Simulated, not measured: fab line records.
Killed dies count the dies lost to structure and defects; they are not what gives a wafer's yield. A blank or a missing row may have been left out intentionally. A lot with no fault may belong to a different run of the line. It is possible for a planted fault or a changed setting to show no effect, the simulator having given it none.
Chamber matching | flow n5Finfet | N5_BEOL_M4_PECVD_72 on pecvd-01 has 3 sister chambers
The step deposits SiO2 from TEOS/O2, target thk 16 nm, time 18 s. 6 wafers are shown with their chamber, then 10 later ones without.

WAFERS, EACH WITH ITS CHAMBER
wafer  | chamber | throttleValvePct (%) | showerheadPlenumPTorr (Torr)
L084.5 | 1       | 25.8                 | 8.72
L085.3 | 0       | 22.6                 | 8.79
L085.4 | 2       | 21.2                 | 8.84
L085.5 | 0       | 22.8                 | 8.73
L089.3 | 1       | 25.7                 | 8.75
L089.4 | 2       | 21.1                 | 8.83

WAFERS WITH NO CHAMBER GIVEN
wafer  | throttleValvePct (%) | showerheadPlenumPTorr (Torr)
L089.6 | 25.6                 | 8.77
L091.2 | 25.6                 | 8.75
L091.3 | 22.7                 | 8.76
L091.4 | 25.5                 | 8.75
L094.2 | 21.3                 | 8.84
L094.4 | 25.4                 | 8.75
L094.5 | 22.8                 | 8.73
L096.2 | 22.9                 | 8.74
L096.4 | 22.8                 | 8.76
L096.6 | 25.7                 | 8.74

WHICH CHAMBER EACH ONE RAN IN
wafer  | from the rows above | in truth
L089.6 | 1                   | 1
L091.2 | 1                   | 1
L091.3 | 0                   | 0
L091.4 | 1                   | 1
L094.2 | 2                   | 2
L094.4 | 1                   | 1
L094.5 | 0                   | 0
L096.2 | 0                   | 0
L096.4 | 0                   | 0
L096.6 | 1                   | 1
Placed correctly: 10 of 10. Left unplaced by these rows: 0. Wrongly placed: 0.
How it was worked out, from the rows above alone: a wafer's distance from a chamber is the root of the sum, over the readings, of the square of ((its reading less the chamber's mean) divided by the reading's scatter). The wafer belongs to the nearest chamber; if the next one is less than 2 further off, it can't be placed. The mean given for a chamber averages the wafers shown for that chamber. The scatter: the root of (the sum of the squares of (reading less its chamber's mean) over the shown wafers, divided by (wafers less chambers)).
